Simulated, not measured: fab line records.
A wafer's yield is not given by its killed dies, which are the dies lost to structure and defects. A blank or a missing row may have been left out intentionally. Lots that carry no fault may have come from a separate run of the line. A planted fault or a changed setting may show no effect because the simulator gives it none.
fab line records -- flow n5-finfet
record lots=7, wafers=21
route steps=1938 shown MOL_CONTACT_COAG@570 BEOL_M0_SAQP@663 BEOL_M1@751 BEOL_M2@881 BEOL_M3@998
start-h: the number of hours between the record's first day and the start of the first shown wafer of the lot -- wait-h: hours elapsed since this lot's preceding step -- " identical to the entry in the row above -- L1.1+2: several wafers, shown together as one row -- - no value, or no start was given -- * or withheld: withheld -- < > ~ a bound
route shown NAME@n: a module of which the file shows steps, and the number in the route of the first -- usual: mean and standard deviation over wafers with no fault -- same: alike in all rows -- chamber/n: place in a boat -- sites: the reading at each site -- _std_site: standard deviation across them -- _edge_site: outer sites' mean less inner sites' -- radius-mm: for every site, how far away it sits from the centre of the wafer -- mask NAME#n: copy n -- behind: the last tool/chamber to shape the wafer -- hold: what put the lot on hold/how long, in hours/how the hold closed -- device: the transistor (n, p or np) that didn't switch -- end of line: the tests these same wafers got at the end of their route -- step lacking rows: just its recipe -- killed: dies that structure and defects cost at the first sort, which is not the same as the wafer's yield -- map: dies across one wafer; x = killed, . = not, _ = none there
set.NAME: setting as actually run; set.NAME@STEP: the setting as run at that earlier step -- model.NAME: the simulator's own value behind a step, which no gauge read
lots run with intentionally changed settings; tables by step, rows by wafer
## steps
# step N5_MOL_CONTACT_COAG_EXPOSE_81
# recipe mask-id=VG, na=0.33, source-shape=annular, sigma-inner=0.3, sigma-outer=0.7, polarization=unpolarized, defocus-nm=0, dose-mj=59.5
lot.wafer,tool,chamber,start-h,wait-h,mask,set.dose-mj
L074.1+2+5,euv-scanner-02,0,99.07,-,VG#0,59.5
L082.2+5+6,euv-scanner-02,0,147.73,-,VG#0,59.5
L084.4+5+6,euv-scanner-01,0,161.86,-,VG#0,59.5
L086.1+5,euv-scanner-01,0,172.64,-,VG#0,59.5
L086.4,euv-scanner-01,0,172.64,-,VG#0,61.2
L091.1,euv-scanner-02,0,198.77,-,VG#0,59.5
L091.4+5,euv-scanner-02,0,198.77,-,VG#0,58.08
L092.3+6,euv-scanner-01,0,207.18,-,VG#0,57.62
L092.5,euv-scanner-01,0,207.18,-,VG#0,59.5
L093.3,euv-scanner-01,0,213.90,-,VG#0,55.19
L093.4+6,euv-scanner-01,0,213.90,-,VG#0,59.5
# step N5_MOL_CONTACT_COAG_PEB_82
# recipe peb-temp-c=100, peb-time-s=60, resist=CAR-EUV
# step N5_MOL_CONTACT_COAG_DEVELOP_83
# recipe develop-time-s=30, developer=TMAH, resist=CAR-EUV, rinse-liquid=surfactant-rinse, dry=air-spin, dev-temp-c=23
# step N5_MOL_CONTACT_COAG_CD_MEAS_84
# recipe target-cd-nm=25.1, landing-energy-ev=500, detector=se-inlens, polarity=opening
# usual cd-nm=25.10/0.25
lot.wafer,tool,chamber,start-h,wait-h,set.dose-mj@MOL_CONTACT_COAG_EXPOSE_81,cd-nm
L074.1,cd-sem-02,0,99.21,-,59.5,24.91
L074.2,cd-sem-02,0,99.21,-,59.5,25.37
L074.5,cd-sem-02,0,99.21,-,59.5,25.10
L082.2,cd-sem-01,0,147.87,-,59.5,24.89
L082.5,cd-sem-01,0,147.87,-,59.5,24.90
L082.6,cd-sem-01,0,147.87,-,59.5,25.53
L084.4,cd-sem-03,0,161.98,-,59.5,25.01
L084.5,cd-sem-03,0,161.98,-,59.5,25.28
L084.6,cd-sem-03,0,161.98,-,59.5,25.46
L086.1,cd-sem-01,0,172.78,-,59.5,24.95
L086.4,cd-sem-01,0,172.78,-,61.2,25.99
L086.5,cd-sem-01,0,172.78,-,59.5,24.80
L091.1,cd-sem-03,0,198.91,-,59.5,24.97
L091.4,cd-sem-03,0,198.91,-,58.08,25.08
L091.5,cd-sem-03,0,198.91,-,58.08,24.87
L092.3,cd-sem-03,0,207.31,-,57.62,24.44
L092.5,cd-sem-03,0,207.31,-,59.5,25.27
L092.6,cd-sem-03,0,207.31,-,57.62,24.67
L093.3,cd-sem-03,0,214.03,-,55.19,23.36
L093.4,cd-sem-03,0,214.03,-,59.5,25.32
L093.6,cd-sem-03,0,214.03,-,59.5,25.28
# step N5_MOL_CONTACT_COAG_EXPOSE_37
# recipe mask-id=VD, na=0.33, source-shape=annular, sigma-inner=0.3, sigma-outer=0.7, polarization=unpolarized, defocus-nm=0, dose-mj=62
lot.wafer,tool,chamber,start-h,wait-h,mask,set.dose-mj
L074.1+2+5,euv-scanner-01,0,100.86,-,VD#0,62
L082.2+5,euv-scanner-02,0,150.17,-,VD#0,58.53
L082.6,euv-scanner-02,0,150.17,-,VD#0,62
L084.4+6,euv-scanner-01,0,163.41,-,VD#0,60.04
L084.5,euv-scanner-01,0,163.41,-,VD#0,62
L086.1,euv-scanner-02,0,174.00,-,VD#0,62
L086.4+5,euv-scanner-02,0,174.00,-,VD#0,60.52
L091.1+4,euv-scanner-02,0,200.01,-,VD#0,60.15
L091.5,euv-scanner-02,0,200.01,-,VD#0,62
L092.3,euv-scanner-01,0,208.61,-,VD#0,58.56
L092.5+6,euv-scanner-01,0,208.61,-,VD#0,62
L093.3+6,euv-scanner-01,0,215.15,-,VD#0,62
L093.4,euv-scanner-01,0,215.15,-,VD#0,64.89
# step N5_MOL_CONTACT_COAG_PEB_38
# recipe peb-temp-c=100, peb-time-s=60, resist=CAR-EUV
# step N5_MOL_CONTACT_COAG_DEVELOP_39
# recipe develop-time-s=30, developer=TMAH, resist=CAR-EUV, rinse-liquid=surfactant-rinse, dry=air-spin, dev-temp-c=23
# step N5_MOL_CONTACT_COAG_CD_MEAS_40
# recipe target-cd-nm=25.1, landing-energy-ev=500, detector=se-inlens, polarity=opening
# usual cd-nm=25.14/0.23
lot.wafer,tool,chamber,start-h,wait-h,set.dose-mj@MOL_CONTACT_COAG_EXPOSE_37,cd-nm
L074.1,cd-sem-03,0,101.00,-,62,24.92
L074.2,cd-sem-03,0,101.00,-,62,24.84
L074.5,cd-sem-03,0,101.00,-,62,25.02
L082.2,cd-sem-01,0,150.31,-,58.53,23.92
L082.5,cd-sem-01,0,150.31,-,58.53,23.97
L082.6,cd-sem-01,0,150.31,-,62,24.91
L084.4,cd-sem-03,0,163.53,-,60.04,24.64
L084.5,cd-sem-03,0,163.53,-,62,25.40
L084.6,cd-sem-03,0,163.53,-,60.04,24.17
L086.1,cd-sem-01,0,174.15,-,62,25.27
L086.4,cd-sem-01,0,174.15,-,60.52,24.44
L086.5,cd-sem-01,0,174.15,-,60.52,25.12
L091.1,cd-sem-01,0,200.16,-,60.15,24.96
L091.4,cd-sem-01,0,200.16,-,60.15,24.94
L091.5,cd-sem-01,0,200.16,-,62,25.43
L092.3,cd-sem-03,0,208.74,-,58.56,24.30
L092.5,cd-sem-03,0,208.74,-,62,25.26
L092.6,cd-sem-03,0,208.74,-,62,24.77
L093.3,cd-sem-03,0,215.28,-,62,25.47
L093.4,cd-sem-03,0,215.28,-,64.89,26.06
L093.6,cd-sem-03,0,215.28,-,62,25.41
# step N5_MOL_CONTACT_COAG_ETCH_67
# recipe chemistry=N2/H2, target=SOC, target-depth-a=600, overetch-a=210, mask-material=SiARC, temp-c=40, time-s=101.2, ion-energy-ev=200, pressure-mtorr=30, source-w=840, bias-w=150, n2-flow-sccm=200, h2-flow-sccm=200
# usual rf-vpp-V=522.5/2.4
lot.wafer,tool,chamber,start-h,wait-h,set.source-w,rf-vpp-V
L074.1,rie-diel-03,2,101.84,0.0,840,522.3
L074.2,rie-diel-03,1,101.84,0.0,840,520.2
L074.5,rie-diel-03,0,101.84,0.0,840,526.0
L082.2,rie-diel-06,1,150.97,0.0,777.7,533.9
L082.5,rie-diel-06,2,150.97,0.0,840,519.5
L082.6,rie-diel-06,0,150.97,0.0,840,521.7
L084.4,rie-diel-06,1,164.06,0.0,765.6,539.3
L084.5,rie-diel-06,2,164.06,0.0,765.6,535.5
L084.6,rie-diel-06,1,164.06,0.0,840,523.3
L086.1,rie-diel-04,2,174.62,0.0,840,523.5
L086.4,rie-diel-04,1,174.62,0.0,840,520.7
L086.5,rie-diel-04,0,174.62,0.0,840,521.9
L091.1,rie-diel-03,1,200.66,0.0,840,519.1
L091.4,rie-diel-03,3,200.66,0.0,971,502.3
L091.5,rie-diel-03,0,200.66,0.0,971,499.0
L092.3,rie-diel-04,2,209.35,0.0,840,522.0
L092.5,rie-diel-04,3,209.35,0.0,840,521.9
L092.6,rie-diel-04,2,209.35,0.0,840,523.5
L093.3,rie-diel-03,2,215.81,0.0,840,523.0
L093.4,rie-diel-03,0,215.81,0.0,840,525.3
L093.6,rie-diel-03,0,215.81,0.0,840,525.9
# step N5_BEOL_M0_SAQP_SPACER1_ALD_98
# recipe material=SiO2, target-thk-a=128, temp-c=300, ald-precursor-family=BDEAS, ald-co-reactant=O2-plasma, pulse-time-s=1, purge-time-s=2, co-reactant-purge-time-s=2, ald-cycles=138, pressure-torr=2
lot.wafer,tool,chamber,start-h,wait-h,set.ald-cycles,model.SiO2_of_BEOL_M0_SAQP_SPACER1_ALD_98.thk-nm
L074.1+2+5,ald-sin-02,"3,1,3",108.95,0.6,138,12.8
L082.2+5,ald-sin-02,"1,3",159.76,0.6,138,12.8
L082.6,ald-sin-02,2,159.76,0.6,146,13.6
L084.4+5+6,ald-sin-01,"2,0,3",171.48,0.7,138,12.8
L086.1+5,ald-sin-02,"1,2",183.50,0.6,138,12.8
L086.4,ald-sin-02,2,183.50,0.6,125,11.6
L091.1+4+5,ald-sin-04,"2,1,1",208.88,0.6,138,12.8
L092.3,ald-sin-02,3,218.30,0.4,160,15
L092.5,ald-sin-02,3,218.30,0.4,160,14.8
L092.6,ald-sin-02,1,218.30,0.4,138,12.8
L093.3,ald-sin-04,3,235.02,0.1,138,12.8
L093.4,ald-sin-04,0,235.02,0.1,125,11.6
L093.6,ald-sin-04,0,235.02,0.1,125,11.4
# step N5_BEOL_M0_SAQP_SPACER1_ETCHBACK_99
# recipe chemistry=CHF3/O2, mode=anisotropic-etchback, target=SiO2, target-depth-a=154, time-s=7.7, pressure-mtorr=30, source-w=650, bias-w=170, Ar_flow_sccm=200, CHF3_flow_sccm=50, O2_flow_sccm=5, ion-energy-ev=200
# step N5_BEOL_M0_SAQP_MANDREL1_REMOVE_100
# recipe chemistry=HBr/Cl2/O2, bt-time-s=10, target=a-Si, stop-on=SiNx, endpoint=OES-SiCl, over-etch-frac=0.85, icp-w=600, bias-w=30, HBr_flow_sccm=150, Cl2_flow_sccm=80, O2_flow_sccm=5, pressure-mtorr=10
lot.wafer,tool,chamber,start-h,wait-h,set.ald-cycles@BEOL_M0_SAQP_SPACER1_ALD_98,model.BEOL_M0_SAQP.cd-nm
L074.1+2+5,rie-si-05,"2,1,0",109.51,0.1,138,12.8
L082.2+5,rie-si-01,1,160.34,0.1,138,12.8
L082.6,rie-si-01,2,160.34,0.1,146,13.4
L084.4,rie-si-05,0,172.11,0.0,138,13
L084.5+6,rie-si-05,"1,2",172.11,0.0,138,12.8
L086.1+5,rie-si-06,3,184.07,0.1,138,12.8
L086.4,rie-si-06,2,184.07,0.1,125,11.6
L091.1+4+5,rie-si-06,"1,1,0",209.44,0.1,138,12.6
L092.3,rie-si-06,2,218.86,0.1,160,15
L092.5,rie-si-06,3,218.86,0.1,160,14.8
L092.6,rie-si-06,0,218.86,0.1,138,13
L093.3,rie-si-05,3,235.60,0.1,138,12.8
L093.4,rie-si-05,2,235.60,0.1,125,11.8
L093.6,rie-si-05,2,235.60,0.1,125,11.6
# step N5_BEOL_M0_SAQP_CD_MEAS_25
# recipe target-cd-nm=13.1, landing-energy-ev=1000, detector=se-inlens
# usual cd-nm=12.79/0.23
lot.wafer,tool,chamber,start-h,wait-h,set.ald-cycles@BEOL_M0_SAQP_SPACER1_ALD_98,cd-nm
L074.1,cd-sem-01,0,109.62,0.1,138,12.99
L074.2,cd-sem-01,0,109.62,0.1,138,12.56
L074.5,cd-sem-01,0,109.62,0.1,138,12.47
L082.2,cd-sem-02,0,160.46,0.1,138,12.63
L082.5,cd-sem-02,0,160.46,0.1,138,12.91
L082.6,cd-sem-02,0,160.46,0.1,146,13.65
L084.4,cd-sem-03,0,172.23,0.1,138,12.81
L084.5,cd-sem-03,0,172.23,0.1,138,12.88
L084.6,cd-sem-03,0,172.23,0.1,138,12.98
L086.1,cd-sem-03,0,184.18,0.1,138,12.84
L086.4,cd-sem-03,0,184.18,0.1,125,12.03
L086.5,cd-sem-03,0,184.18,0.1,138,12.96
L091.1,cd-sem-03,0,209.55,0.1,138,12.51
L091.4,cd-sem-03,0,209.55,0.1,138,13.13
L091.5,cd-sem-03,0,209.55,0.1,138,12.70
L092.3,cd-sem-03,0,218.97,0.1,160,14.97
L092.5,cd-sem-03,0,218.97,0.1,160,14.72
L092.6,cd-sem-03,0,218.97,0.1,138,12.86
L093.3,cd-sem-03,0,235.72,0.1,138,12.75
L093.4,cd-sem-03,0,235.72,0.1,125,12.09
L093.6,cd-sem-03,0,235.72,0.1,125,11.74
# step N5_BEOL_M1_ILD_DEP_00
# recipe material=SiOC, target-thk-a=790, temp-c=350, precursor=DEMS/O2, pressure-torr=5, rf-w=500, time-s=15.3
lot.wafer,tool,chamber,start-h,wait-h,set.time-s,model.SiOC_of_BEOL_M1_ILD_DEP_00.thk-nm
L074.1,pecvd-01,0,118.13,0.0,15.3,77.8
L074.2,pecvd-01,1,118.13,0.0,15.3,78.4
L074.5,pecvd-01,1,118.13,0.0,15.3,79.2
L082.2,pecvd-03,1,172.50,0.0,17.38,89.4
L082.5,pecvd-03,1,172.50,0.0,15.3,79
L082.6,pecvd-03,2,172.50,0.0,17.38,90.6
L084.4,pecvd-03,0,183.14,0.1,15.3,80
L084.5,pecvd-03,2,183.14,0.1,14.53,75.2
L084.6,pecvd-03,0,183.14,0.1,14.53,76.4
L086.1,pecvd-01,0,195.57,0.0,15.3,79
L086.4,pecvd-01,0,195.57,0.0,15.3,80.8
L086.5,pecvd-01,1,195.57,0.0,15.3,80.4
L091.1,pecvd-02,1,223.75,0.0,15.3,78.2
L091.4,pecvd-02,2,223.75,0.0,15.3,80
L091.5,pecvd-02,1,223.75,0.0,13.78,71.6
L092.3,pecvd-03,2,234.12,0.0,15.3,77
L092.5,pecvd-03,0,234.12,0.0,16.13,84
L092.6,pecvd-03,1,234.12,0.0,15.3,79.4
L093.3,pecvd-03,1,246.24,0.0,16.73,86.2
L093.4,pecvd-03,0,246.24,0.0,15.3,78.2
L093.6,pecvd-03,1,246.24,0.0,15.3,78.4
# step N5_BEOL_M1_THK_MEAS_01
# recipe reads=SiOC_of_BEOL_M1_ILD_DEP_00
# usual M1_ILD_THK=79.1/0.98
lot.wafer,tool,chamber,start-h,wait-h,set.time-s@BEOL_M1_ILD_DEP_00,M1_ILD_THK[nm]
L074.1,film-metro-02,-,118.20,0.0,15.3,77.9
L074.2,film-metro-02,-,118.20,0.0,15.3,78.4
L074.5,film-metro-02,-,118.20,0.0,15.3,79.2
L082.2,film-metro-01,-,172.57,0.1,17.38,89.4
L082.5,film-metro-01,-,172.57,0.1,15.3,78.9
L082.6,film-metro-01,-,172.57,0.1,17.38,90.7
L084.4,film-metro-02,-,183.21,0.1,15.3,80.1
L084.5,film-metro-02,-,183.21,0.1,14.53,75.2
L084.6,film-metro-02,-,183.21,0.1,14.53,76.4
L086.1,film-metro-02,-,195.64,0.0,15.3,79.0
L086.4,film-metro-02,-,195.64,0.0,15.3,80.8
L086.5,film-metro-02,-,195.64,0.0,15.3,80.4
L091.1,film-metro-02,-,223.82,0.1,15.3,78.2
L091.4,film-metro-02,-,223.82,0.1,15.3,79.9
L091.5,film-metro-02,-,223.82,0.1,13.78,71.5
L092.3,film-metro-01,-,234.19,0.1,15.3,77.1
L092.5,film-metro-01,-,234.19,0.1,16.13,84.1
L092.6,film-metro-01,-,234.19,0.1,15.3,79.4
L093.3,film-metro-02,-,246.31,0.1,16.73,86.2
L093.4,film-metro-02,-,246.31,0.1,15.3,78.2
L093.6,film-metro-02,-,246.31,0.1,15.3,78.5
# step N5_BEOL_M1_EXPOSE_25
# recipe mask-id=V0, na=0.33, source-shape=quasar, sigma-inner=0.2, sigma-outer=0.8, polarization=unpolarized, defocus-nm=5, target-cd-nm=24, dose-mj=63
lot.wafer,tool,chamber,start-h,wait-h,mask,set.dose-mj
L074.1+2+5,euv-scanner-02,0,120.36,-,V0#0,63
L082.2+5+6,euv-scanner-02,0,176.11,-,V0#0,63
L084.4+6,euv-scanner-02,0,187.40,-,V0#0,63
L084.5,euv-scanner-02,0,187.40,-,V0#0,66.51
L086.1+4,euv-scanner-02,0,197.12,-,V0#0,64.91
L086.5,euv-scanner-02,0,197.12,-,V0#0,63
L091.1+4,euv-scanner-01,0,226.21,-,V0#0,63
L091.5,euv-scanner-01,0,226.21,-,V0#0,59.79
L092.3+5+6,euv-scanner-01,0,237.17,-,V0#0,63
L093.3+4+6,euv-scanner-01,0,252.37,-,V0#0,63
# step N5_BEOL_M1_PEB_26
# recipe peb-temp-c=100, peb-time-s=60, resist=CAR-EUV
# step N5_BEOL_M1_DEVELOP_27
# recipe develop-time-s=30, developer=TMAH, resist=CAR-EUV, rinse-liquid=surfactant-rinse, dry=air-spin, dev-temp-c=23
# step N5_BEOL_M1_CD_MEAS_28
# recipe landing-energy-ev=500, detector=se-inlens, target-cd-y-nm=23.3
# usual cd-nm=23.76/0.25
lot.wafer,tool,chamber,start-h,wait-h,set.dose-mj@BEOL_M1_EXPOSE_25,cd-nm
L074.1,cd-sem-03,0,120.50,-,63,23.60
L074.2,cd-sem-03,0,120.50,-,63,24.01
L074.5,cd-sem-03,0,120.50,-,63,24.04
L082.2,cd-sem-02,0,176.25,-,63,23.89
L082.5,cd-sem-02,0,176.25,-,63,23.35
L082.6,cd-sem-02,0,176.25,-,63,23.90
L084.4,cd-sem-03,0,187.52,-,63,23.38
L084.5,cd-sem-03,0,187.52,-,66.51,25.00
L084.6,cd-sem-03,0,187.52,-,63,23.89
L086.1,cd-sem-03,0,197.26,-,64.91,24.19
L086.4,cd-sem-03,0,197.26,-,64.91,24.36
L086.5,cd-sem-03,0,197.26,-,63,23.89
L091.1,cd-sem-02,0,226.35,-,63,23.38
L091.4,cd-sem-02,0,226.35,-,63,23.85
L091.5,cd-sem-02,0,226.35,-,59.79,22.42
L092.3,cd-sem-03,0,237.30,-,63,23.80
L092.5,cd-sem-03,0,237.30,-,63,23.45
L092.6,cd-sem-03,0,237.30,-,63,23.73
L093.3,cd-sem-03,0,252.50,-,63,23.77
L093.4,cd-sem-03,0,252.50,-,63,23.81
L093.6,cd-sem-03,0,252.50,-,63,23.57
# step N5_BEOL_M1_STRIP_71
# recipe chemistry=N2/H2, temp-c=40, n2-flow-sccm=200, h2-flow-sccm=200, rf-frequency-hz=6e+07
# step N5_BEOL_M1_STRIP_78
# recipe chemistry=N2/H2, temp-c=40, n2-flow-sccm=200, h2-flow-sccm=200, rf-frequency-hz=6e+07
# step N5_BEOL_M1_VIA_ETCH_34
# recipe chemistry=C4F6/O2, target-depth-a=678, mask-material=SOC, pressure-mtorr=15, ion-energy-ev=250, taper-deg=4, time-s=64.4, source-w=350, bias-w=170, Ar_flow_sccm=300, C4F6_flow_sccm=10, O2_flow_sccm=10
lot.wafer,tool,chamber,start-h,wait-h,set.dose-mj@BEOL_M1_EXPOSE_25,model.BEOL_M1.cd-nm
L074.1+2+5,rie-diel-05,"3,0,3",126.49,0.0,63,17.4
L082.2,rie-diel-01,1,176.83,0.0,63,18
L082.5+6,rie-diel-01,"0,1",176.83,0.0,63,17.6
L084.4,rie-diel-01,2,190.36,0.0,63,17.6
L084.5,rie-diel-01,3,190.36,0.0,66.51,18.6
L084.6,rie-diel-01,2,190.36,0.0,63,17.8
L086.1,rie-diel-02,3,199.61,0.0,64.91,19
L086.4,rie-diel-02,2,199.61,0.0,64.91,18.8
L086.5,rie-diel-02,2,199.61,0.0,63,18.2
L091.1+4,rie-diel-02,"2,3",228.02,0.0,63,17.6
L091.5,rie-diel-02,0,228.02,0.0,59.79,16.4
L092.3,rie-diel-02,2,237.81,0.0,63,17.4
L092.5+6,rie-diel-02,"1,2",237.81,0.0,63,17.6
L093.3,rie-diel-01,0,255.63,0.0,63,18.2
L093.4,rie-diel-01,3,255.63,0.0,63,18
L093.6,rie-diel-01,3,255.63,0.0,63,17.4
# step N5_BEOL_M2_ETCH_69
# recipe chemistry=CF4, target=SiARC, target-depth-a=156, mask-material=CAR-EUV, time-s=26, ion-energy-ev=80, pressure-mtorr=40, source-w=545, bias-w=36, Ar_flow_sccm=100, cf4-flow-sccm=100, ends=cleared
# usual rf-vpp-V=183.7/1.1
lot.wafer,tool,chamber,start-h,wait-h,set.bias-w,rf-vpp-V
L074.1,rie-diel-03,3,137.36,0.0,36,185.1
L074.2,rie-diel-03,2,137.36,0.0,36,182.8
L074.5,rie-diel-03,1,137.36,0.0,36,182.2
L082.2,rie-diel-04,0,185.40,0.0,33.35,174.6
L082.5,rie-diel-04,3,185.40,0.0,36,184.3
L082.6,rie-diel-04,0,185.40,0.0,33.35,173.5
L084.4,rie-diel-04,1,196.80,0.0,32.11,171.2
L084.5,rie-diel-04,3,196.80,0.0,32.11,170.5
L084.6,rie-diel-04,2,196.80,0.0,32.11,168.4
L086.1,rie-diel-04,0,206.09,0.0,36,183.2
L086.4,rie-diel-04,3,206.09,0.0,36,183.3
L086.5,rie-diel-04,1,206.09,0.0,34.23,178.0
L091.1,rie-diel-06,2,237.02,0.0,36,184.0
L091.4,rie-diel-06,1,237.02,0.0,33.26,173.8
L091.5,rie-diel-06,3,237.02,0.0,36,182.8
L092.3,rie-diel-04,3,247.13,0.0,36,183.2
L092.5,rie-diel-04,1,247.13,0.0,29.57,161.7
L092.6,rie-diel-04,0,247.13,0.0,36,183.9
L093.3,rie-diel-03,0,262.44,0.0,36,185.3
L093.4,rie-diel-03,2,262.44,0.0,36,184.6
L093.6,rie-diel-03,3,262.44,0.0,36,183.4
# step N5_BEOL_M2_TRENCH_ETCH_37
# recipe chemistry=C4F6/O2, target-depth-a=555.55, target=SiOC, time-s=29.2, ion-energy-ev=250, pressure-mtorr=30, source-w=355, bias-w=185, Ar_flow_sccm=300, C4F6_flow_sccm=10, O2_flow_sccm=10
lot.wafer,tool,chamber,start-h,wait-h,set.time-s,model.etch.depth-nm,model.BEOL_M2.feature-depth-nm
L074.1,rie-diel-06,1,-,-,29.2,55.97,56
L074.2,rie-diel-06,2,-,-,29.2,54.91,55
L074.5,rie-diel-06,1,-,-,29.2,56.25,56.2
L082.2,rie-diel-06,1,-,-,29.2,56.69,56.6
L082.5,rie-diel-06,0,-,-,29.2,55.69,55.6
L082.6,rie-diel-06,1,-,-,25.93,50.88,50.8
L084.4,rie-diel-04,3,-,-,34.88,66.71,66.8
L084.5,rie-diel-04,2,-,-,29.2,54.55,54.6
L084.6,rie-diel-04,1,-,-,29.2,56.47,56.4
L086.1,rie-diel-03,0,-,-,29.2,55.84,55.8
L086.4,rie-diel-03,2,-,-,29.2,56.54,56.6
L086.5,rie-diel-03,3,-,-,29.2,57.3,57.4
L091.1,rie-diel-04,2,-,-,29.2,55.48,55.4
L091.4,rie-diel-04,3,-,-,24.44,47.04,47
L091.5,rie-diel-04,1,-,-,29.2,56.63,56.6
L092.3,rie-diel-06,2,-,-,29.2,54.37,54.4
L092.5,rie-diel-06,1,-,-,29.2,56.12,56.2
L092.6,rie-diel-06,0,-,-,29.2,55.79,55.8
L093.3,rie-diel-06,0,-,-,31.24,59.09,59
L093.4,rie-diel-06,3,-,-,29.2,54.83,54.8
L093.6,rie-diel-06,0,-,-,29.2,55.03,55
# step N5_BEOL_M2_ETCH_41
# recipe chemistry=CH3F/O2, target=SiCN, target-depth-a=299, taper-deg=2, time-s=52.5, ion-energy-ev=120, mask-material=TiN, pressure-mtorr=30, source-w=395, bias-w=75, Ar_flow_sccm=150, CH3F_flow_sccm=30, O2_flow_sccm=20
# step N5_BEOL_M2_STRIP_97
# recipe chemistry=N2/H2, time-s=10, power-w=450, temp-c=40, pressure-mtorr=20, rf-frequency-hz=6e+07, bias-power-w=7, n2-flow-sccm=200, h2-flow-sccm=200
# step N5_BEOL_M2_OCD_MEAS_38
# usual trench-depth-nm=55.7/1
lot.wafer,tool,chamber,start-h,wait-h,set.time-s@BEOL_M2_TRENCH_ETCH_37,trench-depth-nm
L074.1,ocd-01,-,137.98,-,29.2,55.9
L074.2,ocd-01,-,137.98,-,29.2,55.0
L074.5,ocd-01,-,137.98,-,29.2,56.3
L082.2,ocd-02,-,191.51,-,29.2,56.8
L082.5,ocd-02,-,191.51,-,29.2,56.1
L082.6,ocd-02,-,191.51,-,25.93,50.5
L084.4,ocd-01,-,203.29,-,34.88,66.8
L084.5,ocd-01,-,203.29,-,29.2,54.3
L084.6,ocd-01,-,203.29,-,29.2,56.6
L086.1,ocd-02,-,208.05,-,29.2,56.0
L086.4,ocd-02,-,208.05,-,29.2,56.6
L086.5,ocd-02,-,208.05,-,29.2,57.3
L091.1,ocd-02,-,237.72,-,29.2,55.7
L091.4,ocd-02,-,237.72,-,24.44,47.2
L091.5,ocd-02,-,237.72,-,29.2,57.0
L092.3,ocd-02,-,260.45,-,29.2,54.3
L092.5,ocd-02,-,260.45,-,29.2,56.3
L092.6,ocd-02,-,260.45,-,29.2,55.5
L093.3,ocd-01,-,264.07,-,31.24,59.3
L093.4,ocd-01,-,264.07,-,29.2,54.9
L093.6,ocd-01,-,264.07,-,29.2,55.3
# step N5_BEOL_M3_SPUTTER_81
# recipe material=Cu, target-thk-a=45, temp-c=-20, chamber-pressure-pa=0.07, power-w=withheld, time-s=8.29
lot.wafer,tool,chamber,start-h,wait-h,set.time-s,model.Cu_of_BEOL_M3_SPUTTER_81.thk-nm
L074.1+2+5,pvd-sputter-02,-,152.75,0.1,8.29,4.4
L082.2,pvd-sputter-02,-,208.84,0.1,7.75,-
L082.5+6,pvd-sputter-02,-,208.84,0.1,8.29,4.4
L084.4+6,pvd-sputter-01,-,220.10,0.1,8.29,4.6
L084.5,pvd-sputter-01,-,220.10,0.1,9.35,-
L086.1,pvd-sputter-02,-,223.57,0.1,9.252,-
L086.4,pvd-sputter-02,-,223.57,0.1,9.252,5
L086.5,pvd-sputter-02,-,223.57,0.1,8.29,4.6
L091.1+4+5,pvd-sputter-02,-,255.66,0.1,8.29,4.4
L092.3,pvd-sputter-02,-,275.59,0.1,8.29,4.4
L092.5,pvd-sputter-02,-,275.59,0.1,7.123,3.8
L092.6,pvd-sputter-02,-,275.59,0.1,7.123,-
L093.3,pvd-sputter-01,-,285.71,0.1,9.028,-
L093.4+6,pvd-sputter-01,-,285.71,0.1,8.29,4.6
## key
split step=N5_MOL_CONTACT_COAG_EXPOSE_81, setting=dose-mj, stated=59.5, by=wafer
response step=N5_MOL_CONTACT_COAG_CD_MEAS_84, reading=cd-nm, change=+0.255, per=1%, r=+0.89
split step=N5_MOL_CONTACT_COAG_EXPOSE_37, setting=dose-mj, stated=62, by=wafer
response step=N5_MOL_CONTACT_COAG_CD_MEAS_40, reading=cd-nm, change=+0.167, per=1%, r=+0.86
split step=N5_MOL_CONTACT_COAG_ETCH_67, setting=source-w, stated=840, by=wafer
response step=N5_MOL_CONTACT_COAG_ETCH_67, reading=rf-vpp-V, change=-1.36, per=1%, r=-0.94
split step=N5_BEOL_M0_SAQP_SPACER1_ALD_98, setting=ald-cycles, stated=138, by=wafer
response step=N5_BEOL_M0_SAQP_SPACER1_ALD_98, reading=model.SiO2_of_BEOL_M0_SAQP_SPACER1_ALD_98.thk-nm, change=+0.133, per=1%, r=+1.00
response step=N5_BEOL_M0_SAQP_MANDREL1_REMOVE_100, reading=model.BEOL_M0_SAQP.cd-nm, change=+0.119, per=1%, r=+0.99
response step=N5_BEOL_M0_SAQP_CD_MEAS_25, reading=cd-nm, change=+0.113, per=1%, r=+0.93
split step=N5_BEOL_M1_ILD_DEP_00, setting=time-s, stated=15.3, by=wafer
response step=N5_BEOL_M1_ILD_DEP_00, reading=model.SiOC_of_BEOL_M1_ILD_DEP_00.thk-nm, change=+0.823, per=1%, r=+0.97
response step=N5_BEOL_M1_THK_MEAS_01, reading=M1_ILD_THK, change=+0.829, per=1%, r=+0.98
split step=N5_BEOL_M1_EXPOSE_25, setting=dose-mj, stated=63, by=wafer
response step=N5_BEOL_M1_CD_MEAS_28, reading=cd-nm, change=+0.224, per=1%, r=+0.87
response step=N5_BEOL_M1_VIA_ETCH_34, reading=model.BEOL_M1.cd-nm, change=+0.2, per=1%, r=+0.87
split step=N5_BEOL_M2_ETCH_69, setting=bias-w, stated=36, by=wafer
response step=N5_BEOL_M2_ETCH_69, reading=rf-vpp-V, change=+1.24, per=1%, r=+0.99
split step=N5_BEOL_M2_TRENCH_ETCH_37, setting=time-s, stated=29.2, by=wafer
response step=N5_BEOL_M2_TRENCH_ETCH_37, reading=model.etch.depth-nm, change=+0.554, per=1%, r=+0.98
response step=N5_BEOL_M2_TRENCH_ETCH_37, reading=model.BEOL_M2.feature-depth-nm, change=+0.555, per=1%, r=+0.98
response step=N5_BEOL_M2_OCD_MEAS_38, reading=trench-depth-nm, change=+0.57, per=1%, r=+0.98
split step=N5_BEOL_M3_SPUTTER_81, setting=time-s, stated=8.29, by=wafer
response step=N5_BEOL_M3_SPUTTER_81, reading=model.Cu_of_BEOL_M3_SPUTTER_81.thk-nm, change=+0.0393, per=1%, r=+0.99
